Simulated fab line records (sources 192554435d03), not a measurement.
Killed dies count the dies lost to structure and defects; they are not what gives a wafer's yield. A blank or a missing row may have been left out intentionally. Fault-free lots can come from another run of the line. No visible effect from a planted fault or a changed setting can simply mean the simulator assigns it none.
fab line records	flow n5_finfet
record lots=6	wafers=17	last_day=17
route steps=1938 shown BEOL_M6@1224
lots untouched by any fault: they come from a run of this same line in which no faults occurred
start_h: hours from the record's first day to the start of the lot's first wafer shown	wait_h: time in hours since the lot's previous step	" repeats the value in the row above	L1.1+2: a single row standing in for several wafers	- no value present, or no start provided	* or withheld: withheld	< > ~ a bound
route shown NAME@n: a module of which the file shows steps, and the number in the route of the first	usual: the fault-free wafers' mean and standard deviation	same: alike in all rows	chamber/n: place in a boat	sites: per-site readings	_std_site: the values' standard deviation	_edge_site: mean of outer sites minus mean of inner sites	radius_mm: how far each site lies from the wafer's centre	mask NAME#n: copy n	behind: the tool/chamber that last shaped the wafer	hold: reason for holding the lot/hours on hold/outcome of the hold	device: which transistor (n, p or np) failed to switch	end of line: the route-end tests of the same wafers	where a step has no rows: the recipe by itself	killed: dies lost to structure and defects at the first sort, not the wafer's yield	map: dies across one wafer; x = killed, . = not, _ = none there
set.NAME: the setting as run; set.NAME@STEP: as run at that earlier step	model.NAME: the simulator's own value behind a step, which no gauge read
lots at selected steps of the route; one table per step, one row per wafer
services: a tool's chamber out of use, with start hour (start_h, from the record's first day; less than 0 if before it), hours out, and reason
## steps
# step N5_BEOL_M6_EXPOSE_25
# recipe mask_id=V5	na=0.33	source_shape=annular	sigma_inner=0.4	sigma_outer=0.8	polarization=unpolarized	target_cd_nm=40	dose_mj=45
# step N5_BEOL_M6_PEB_26
# recipe peb_temp_c=100	peb_time_s=60	resist=CAR-EUV
# step N5_BEOL_M6_DEVELOP_27
# recipe develop_time_s=30	developer=TMAH	resist=CAR-EUV	rinse_liquid=surfactant_rinse	dry=air_spin	dev_temp_c=23
# step N5_BEOL_M6_CD_MEAS_28
# recipe target_cd_nm=40	landing_energy_ev=500	detector=se_inlens
# usual cd_nm=39.88/0.23
lot.wafer	tool	chamber	start_h	wait_h	cd_nm
L184.1	cd_sem-03	0	202.37	-	40.32
L184.2	"	0	"	"	39.94
L184.6	"	0	"	"	39.66
L190.2	cd_sem-02	0	252.66	-	39.86
L190.3	"	0	"	"	39.99
L190.6	"	0	"	"	39.91
L193.2	cd_sem-01	0	271.99	-	39.63
L193.4	"	0	"	"	39.79
L193.5	"	0	"	"	39.63
L196.1	cd_sem-03	0	278.49	-	39.71
L196.2	"	0	"	"	39.88
L196.6	"	0	"	"	39.73
L200.4	cd_sem-03	0	302.33	-	40.09
L200.6	"	0	"	"	40.23
L203.2	cd_sem-02	0	329.01	-	40.36
L203.3	"	0	"	"	40.15
L203.5	"	0	"	"	39.49
# step N5_BEOL_M6_OVL_MEAS_29
# recipe points_per_wafer=522
# usual V5_OVL=-0.1/0.75
lot.wafer	tool	chamber	start_h	wait_h	V5_OVL[nm]
L184.1	overlay-02	0	202.40	0.0	0.7
L184.2	"	0	"	"	0.5
L184.6	"	0	"	"	0.2
L190.2	overlay-01	0	252.70	0.0	-0.5
L190.3	"	0	"	"	1.4
L190.6	"	0	"	"	0.7
L193.2	overlay-01	0	272.03	0.0	1.1
L193.4	"	0	"	"	0.6
L193.5	"	0	"	"	0.7
L196.1	overlay-01	0	278.52	0.0	-0.8
L196.2	"	0	"	"	-0.8
L196.6	"	0	"	"	-1.3
L200.4	overlay-02	0	302.38	0.0	0.4
L200.6	"	0	"	"	0.7
L203.2	overlay-02	0	329.05	0.0	0.4
L203.3	"	0	"	"	-1.2
L203.5	"	0	"	"	-0.3
# step N5_BEOL_M6_INSPECT_30
# recipe mode=adi	inspect_instrument=brightfield
# usual raw_defect_count=417/110
lot.wafer	tool	chamber	start_h	wait_h	raw_defect_count
L184.1	defect_inspect-01	-	202.46	0.1	349
L184.2	"	-	"	"	375
L184.6	"	-	"	"	365
L190.2	defect_inspect-02	-	252.75	0.0	267
L190.3	"	-	"	"	354
L190.6	"	-	"	"	535
L193.2	defect_inspect-02	-	272.08	0.0	289
L193.4	"	-	"	"	388
L193.5	"	-	"	"	388
L196.1	defect_inspect-01	-	278.58	0.1	873
L196.2	"	-	"	"	728
L196.6	"	-	"	"	593
L200.4	defect_inspect-02	-	302.42	0.0	532
L200.6	"	-	"	"	514
L203.2	defect_inspect-02	-	329.10	0.0	450
L203.3	"	-	"	"	490
L203.5	"	-	"	"	546
# step N5_BEOL_M6_DESCUM_33
# recipe chemistry=O2	time_s=7	source_power_w=50	bias_power_w=20	pressure_mtorr=20	rf_frequency_hz=2.712e+07	temp_c=40	resist=CAR-EUV	o2_flow_sccm=225
# usual drypump_motor_current_A=5.6/0.43	oes_product_au=0.82/0.08	rf_vpp_V=243.8/1.5	showerhead_plenum_p_Torr=2.14/0.081	throttle_valve_pct=20.46/0.26
# same time_s=7
lot.wafer	tool	chamber	start_h	wait_h	drypump_motor_current_A	oes_product_au	rf_hours_counter_h	rf_vpp_V	showerhead_plenum_p_Torr	throttle_valve_pct
L184.1	rie_diel-05	2	202.50	0.0	5.7	0.67	239	243.5	2.07	20.67
L184.2	"	3	"	"	6.3	0.90	31	241.9	2.07	20.06
L184.6	"	0	"	"	4.7	0.86	-	244.3	2.13	20.16
L190.2	rie_diel-01	2	252.78	0.0	6.0	0.91	24	244.4	2.27	20.72
L190.3	"	0	"	"	5.8	0.87	35	244.5	2.14	20.48
L190.6	"	3	"	"	5.6	0.75	-	244.0	2.11	20.29
L193.2	rie_diel-05	0	272.11	0.0	4.7	0.82	74	242.0	2.13	20.21
L193.4	"	0	"	"	4.7	0.82	-	243.5	2.13	20.21
L193.5	"	1	"	"	5.6	0.76	-	241.6	2.04	20.74
L196.1	rie_diel-05	0	278.61	0.0	4.7	0.83	77	243.9	2.12	20.22
L196.2	"	3	"	"	6.3	0.85	59	241.6	2.06	20.08
L196.6	"	1	"	"	5.6	0.75	-	241.6	2.03	20.76
L200.4	rie_diel-01	2	303.62	1.2	5.9	0.88	47	245.7	2.26	20.74
L200.6	"	1	"	"	5.0	0.94	-	243.5	2.14	20.42
L203.2	rie_diel-01	0	329.36	0.3	5.8	0.83	66	243.2	2.13	20.54
L203.3	"	1	"	"	5.0	0.91	20	243.4	2.14	20.44
L203.5	"	1	"	"	5.0	0.91	-	243.7	2.14	20.45
# step N5_BEOL_M6_ETCH_72
# recipe chemistry=N2/H2	target=underlayer	target_depth_a=65	mask_material=CAR-EUV	time_s=5.2	ion_energy_ev=200	pressure_mtorr=30	source_w=840	bias_w=150	n2_flow_sccm=200	h2_flow_sccm=200	ends=cleared
# usual drypump_motor_current_A=5.6/0.42	etch_rf_on_time_s=5.20/0.17	n2_flow_sccm=200.0/0.64	oes_product_au=0.70/0.07	rf_vpp_V=524.9/2.8	showerhead_plenum_p_Torr=2.58/0.095	throttle_valve_pct=17.8/0.35
lot.wafer	tool	chamber	start_h	wait_h	drypump_motor_current_A	etch_rf_on_time_s	n2_flow_sccm	oes_product_au	rf_hours_counter_h	rf_vpp_V	showerhead_plenum_p_Torr	throttle_valve_pct
L184.1	rie_diel-05	2	202.53	0.0	5.8	5.22	200.4	0.56	239	523.1	2.48	18.0
L184.2	"	3	"	"	6.3	5.12	199.9	0.77	31	520.5	2.46	17.1
L184.6	"	0	"	"	4.7	5.22	200.5	0.74	-	523.6	2.59	17.5
L190.2	rie_diel-01	2	252.82	0.0	5.9	5.17	200.3	0.78	24	529.0	2.68	17.7
L190.3	"	0	"	"	5.8	5.28	200.2	0.75	35	524.0	2.58	17.8
L190.6	"	3	"	"	5.6	5.29	200.2	0.64	-	524.3	2.54	17.5
L193.2	rie_diel-05	0	272.15	0.0	4.7	5.22	198.9	0.69	74	526.3	2.58	17.5
L193.4	"	0	"	"	4.7	5.21	199.8	0.70	-	524.1	2.58	17.5
L193.5	"	1	"	"	5.6	5.19	200.5	0.64	-	522.5	2.43	17.9
L196.1	rie_diel-05	0	278.65	0.0	4.7	5.18	200.3	0.70	77	523.0	2.58	17.5
L196.2	"	3	"	"	6.3	5.16	199.5	0.73	59	520.2	2.45	17.2
L196.6	"	1	"	"	5.6	5.19	198.2	0.65	-	520.6	2.43	17.9
L200.4	rie_diel-01	2	303.66	0.0	5.9	5.12	199.9	0.75	47	528.7	2.67	17.7
L200.6	"	1	"	"	5.0	4.95	199.6	0.80	-	525.6	2.61	18.1
L203.2	rie_diel-01	0	329.39	0.0	5.8	5.25	198.8	0.70	66	526.4	2.57	17.9
L203.3	"	1	"	"	5.0	5.02	200.3	0.79	20	526.1	2.61	18.1
L203.5	"	1	"	"	5.0	4.99	200.3	0.78	-	523.4	2.61	18.0
# step N5_BEOL_M6_ETCH_65
# recipe chemistry=CF4	target=SiARC	target_depth_a=156	mask_material=CAR-EUV	time_s=26	ion_energy_ev=80	pressure_mtorr=40	source_w=545	bias_w=36	Ar_flow_sccm=100	cf4_flow_sccm=100	ends=cleared
# usual drypump_motor_current_A=5.6/0.43	etch_rf_on_time_s=26.0/0.86	oes_product_au=0.70/0.07	rf_vpp_V=184.5/1.2	showerhead_plenum_p_Torr=2.18/0.076	throttle_valve_pct=15.58/0.23
lot.wafer	tool	chamber	start_h	wait_h	drypump_motor_current_A	etch_rf_on_time_s	oes_product_au	rf_hours_counter_h	rf_vpp_V	showerhead_plenum_p_Torr	throttle_valve_pct
L184.1	rie_diel-05	2	202.55	0.0	5.7	25.8	0.58	239	184.1	2.09	15.85
L184.2	"	3	"	"	6.3	26.3	0.76	31	183.7	2.12	15.19
L184.6	"	0	"	"	4.7	26.1	0.74	-	184.8	2.18	15.35
L190.2	rie_diel-01	2	252.83	0.0	5.9	25.5	0.79	24	183.8	2.27	15.62
L190.3	"	0	"	"	5.8	26.5	0.73	35	184.5	2.19	15.56
L190.6	"	3	"	"	5.6	26.5	0.64	-	184.5	2.14	15.41
L193.2	rie_diel-05	0	272.17	0.0	4.7	26.0	0.70	74	185.0	2.17	15.40
L193.4	"	0	"	"	4.7	26.0	0.71	-	184.1	2.17	15.42
L193.5	"	1	"	"	5.5	26.6	0.64	-	182.8	2.06	15.75
L196.1	rie_diel-05	0	278.67	0.0	4.7	26.1	0.69	77	184.8	2.17	15.41
L196.2	"	3	"	"	6.3	26.3	0.72	59	182.7	2.11	15.23
L196.6	"	1	"	"	5.6	26.2	0.65	-	183.4	2.06	15.77
L200.4	rie_diel-01	2	303.68	0.0	5.9	25.9	0.75	47	185.0	2.27	15.68
L200.6	"	1	"	"	5.0	24.8	0.81	-	185.1	2.20	15.53
L203.2	rie_diel-01	0	329.41	0.0	5.8	26.5	0.71	66	185.0	2.18	15.63
L203.3	"	1	"	"	5.0	24.7	0.79	20	185.1	2.19	15.56
L203.5	"	1	"	"	5.0	25.0	0.78	-	186.3	2.19	15.57
# step N5_BEOL_M6_ETCH_66
# recipe chemistry=N2/H2	target=SOC	target_depth_a=800	overetch_a=160	mask_material=SiARC	temp_c=40	time_s=120	ion_energy_ev=200	pressure_mtorr=30	source_w=840	bias_w=150	n2_flow_sccm=200	h2_flow_sccm=200
# usual drypump_motor_current_A=5.6/0.43	n2_flow_sccm=200.0/0.59	oes_product_au=0.63/0.056	rf_vpp_V=525.1/2.8	showerhead_plenum_p_Torr=2.58/0.095	throttle_valve_pct=17.7/0.35
# same time_s=120
lot.wafer	tool	chamber	start_h	wait_h	drypump_motor_current_A	n2_flow_sccm	oes_product_au	rf_hours_counter_h	rf_vpp_V	showerhead_plenum_p_Torr	throttle_valve_pct
L184.1	rie_diel-05	2	202.58	0.0	5.8	200.1	0.52	239	522.3	2.48	17.9
L184.2	"	3	"	"	6.3	198.8	0.68	31	522.4	2.46	17.1
L184.6	"	0	"	"	4.7	199.7	0.65	-	523.9	2.59	17.4
L190.2	rie_diel-01	2	252.86	0.0	5.9	200.6	0.68	24	527.4	2.68	17.6
L190.3	"	0	"	"	5.8	200.4	0.67	36	525.5	2.58	17.8
L190.6	"	3	"	"	5.6	200.3	0.59	-	524.9	2.54	17.5
L193.2	rie_diel-05	0	272.19	0.0	4.7	200.2	0.63	74	526.0	2.58	17.5
L193.4	"	0	"	"	4.7	199.4	0.64	-	526.3	2.58	17.5
L193.5	"	1	"	"	5.6	200.2	0.59	-	521.0	2.43	17.8
L196.1	rie_diel-05	0	278.69	0.0	4.7	200.5	0.62	77	525.3	2.58	17.5
L196.2	"	3	"	"	6.3	200.1	0.65	59	522.4	2.45	17.1
L196.6	"	1	"	"	5.6	199.5	0.58	-	521.2	2.43	17.9
L200.4	rie_diel-01	2	303.70	0.0	5.9	200.1	0.66	47	528.8	2.67	17.7
L200.6	"	1	"	"	5.0	199.8	0.71	-	525.1	2.61	18.0
L203.2	rie_diel-01	0	329.44	0.0	5.8	199.8	0.63	66	524.0	2.57	17.9
L203.3	"	1	"	"	5.0	200.9	0.69	20	524.2	2.61	18.0
L203.5	"	1	"	"	5.1	201.3	0.68	-	523.7	2.61	18.0
# step N5_BEOL_M6_STRIP_69
# recipe chemistry=N2/H2	temp_c=40	n2_flow_sccm=200	h2_flow_sccm=200	rf_frequency_hz=6e+07
# step N5_BEOL_M6_STRIP_73
# recipe chemistry=N2/H2	temp_c=40	n2_flow_sccm=200	h2_flow_sccm=200	rf_frequency_hz=6e+07
# step N5_BEOL_M6_VIA_ETCH_34
# recipe chemistry=C4F6/O2	target=SiCOH_lowk	target_depth_a=1263	mask_material=SOC	taper_deg=4	time_s=50.9	ion_energy_ev=250	pressure_mtorr=30	source_w=345	bias_w=185	Ar_flow_sccm=300	C4F6_flow_sccm=10	O2_flow_sccm=10
# usual drypump_motor_current_A=5.6/0.43	oes_product_au=0.82/0.082	rf_vpp_V=667/19	showerhead_plenum_p_Torr=2.91/0.1	throttle_valve_pct=20.93/0.23
# same time_s=50.9
lot.wafer	tool	chamber	start_h	wait_h	drypump_motor_current_A	oes_product_au	rf_hours_counter_h	rf_vpp_V	showerhead_plenum_p_Torr	throttle_valve_pct	model.etch.depth_nm	model.SOC_of_BEOL_M6_COAT_63.thk_nm	model.BEOL_M6.cd_nm
L184.1	rie_diel-05	2	202.68	0.0	5.7	0.67	239	639	2.77	20.91	124.7	54	40.4
L184.2	"	3	"	"	6.3	0.90	31	685	2.83	20.59	127.2	53.8	39.8
L184.6	"	0	"	"	4.7	0.86	-	651	2.91	20.67	126.8	53.6	39.4
L190.2	rie_diel-01	2	252.96	0.0	5.9	0.92	24	656	3.03	20.99	128.1	53.8	39.6
L190.3	"	0	"	"	5.8	0.88	36	657	2.92	21.01	125.5	53.8	40.4
L190.6	"	3	"	"	5.6	0.76	-	675	2.86	20.72	125.4	54	40.4
L193.2	rie_diel-05	0	272.30	0.0	4.7	0.82	74	648	2.90	20.73	126.3	53.6	39.6
L193.4	"	0	"	"	4.7	0.81	-	650	2.90	20.72	126	54	39.2
L193.5	"	1	"	"	5.6	0.77	-	702	2.72	20.94	126	53.8	39.4
L196.1	rie_diel-05	0	278.79	0.0	4.7	0.82	77	649	2.90	20.72	126.3	53.6	39.4
L196.2	"	3	"	"	6.3	0.85	59	685	2.82	20.61	126.8	53.6	39.6
L196.6	"	1	"	"	5.5	0.76	-	701	2.72	20.94	125	53.8	39.6
L200.4	rie_diel-01	2	303.80	0.0	5.9	1.24	47	656	3.02	21.11	212.7	49.4	40.4
L200.6	"	1	"	"	5.0	0.95	-	635	2.91	20.93	132.4	53.8	40
L203.2	rie_diel-01	0	329.54	0.0	5.8	0.83	67	655	2.90	21.07	125.5	53.6	40.6
L203.3	"	1	"	"	5.0	0.92	20	635	2.91	20.93	131.6	53.6	40
L203.5	"	1	"	"	5.1	1.30	-	634	2.91	21.03	217.3	49.4	40.4
# step N5_BEOL_M6_STRIP_76
# recipe chemistry=C4F6/O2	resist=SiARC	rf_frequency_hz=6e+07
## services
tool	chamber	start_h	hours	kind
rie_diel-01	3	233.35	4.4	repair
rie_diel-05	2	248.24	5.7	repair
rie_diel-01	1	255.78	-	clean
rie_diel-01	1	255.78	-	consumable_replace:focus_ring
rie_diel-01	1	255.78	26.3	scheduled_down
rie_diel-01	1	255.78	26.3	vent_cycle
rie_diel-05	-	280.28	28.1	pm
## key
first_sign step=N5_BEOL_M6_VIA_ETCH_34	reading=oes_product_au	direction=up	sigmas=5.5	usual=0.82	struck=1.27
effect none on later readings
model_effect step=N5_BEOL_M6_VIA_ETCH_34	value=etch.depth_nm	without=130.4	struck=215
met_at N5_BEOL_M6_VIA_ETCH_34
struck_wafers L200.4,L203.5
onset_between 252.96 303.80
fault kind=process_parameter_drift	tool=rie_diel-01	chamber=-	onset_h=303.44	steps=N5_BEOL_M6_VIA_ETCH_34	channel=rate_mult	offset=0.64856	shape=step	end_h=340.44	scope=struck_wafers_only
